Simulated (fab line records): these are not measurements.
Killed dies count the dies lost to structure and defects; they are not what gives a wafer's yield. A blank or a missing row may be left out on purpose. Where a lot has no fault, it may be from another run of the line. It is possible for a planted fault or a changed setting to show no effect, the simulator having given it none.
Matching of chambers    flow n5 finfet    4 sister chambers for N5_BEOL_M10_ETCH_61 on rie diel-06
The step etches SiARC in CF4, target depth 39 nm, time 65 s. 8 wafers are shown with their chamber, then 7 later ones without.

WAFERS WITH THEIR CHAMBER
wafer   chamber  throttle valve pct (%)  showerhead plenum p Torr (Torr)
L075.4  1        15.76                   2.13
L080.1  2        15.27                   2.20
L080.6  1        15.77                   2.12
L083.1  0        15.53                   2.15
L083.2  3        15.92                   2.13
L083.5  0        15.53                   2.15
L088.3  3        15.95                   2.13
L088.5  2        15.32                   2.20

WAFERS WITHOUT THEIR CHAMBER
wafer   throttle valve pct (%)  showerhead plenum p Torr (Torr)
L088.6  15.30                   2.12
L095.1  15.58                   2.14
L095.3  15.35                   2.19
L095.6  15.32                   2.11
L094.2  15.31                   2.11
L094.3  15.58                   2.14
L094.5  15.97                   2.12

WHICH CHAMBER EACH ONE RAN IN
wafer    from the rows above   in truth
L088.6   0                     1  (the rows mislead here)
L095.1   0                     0
L095.3   2                     2
L095.6   0                     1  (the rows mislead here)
L094.2   0                     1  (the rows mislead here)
L094.3   0                     0
L094.5   3                     3
Correctly placed: 4 of 7. Left unplaced by these rows: 0. Number placed wrongly: 3.
How it was worked out, from the rows above alone: a wafer's distance from a chamber is the root of the sum, over the readings, of the square of ((its reading less the chamber's mean) divided by the reading's scatter). If the next closest chamber is less than 2 further off than the closest, the wafer can't be placed; otherwise it belongs to the closest. A chamber's mean is the mean of its shown wafers. The scatter: the root of (the sum of the squares of (reading less its chamber's mean) over the shown wafers, divided by (wafers less chambers)).
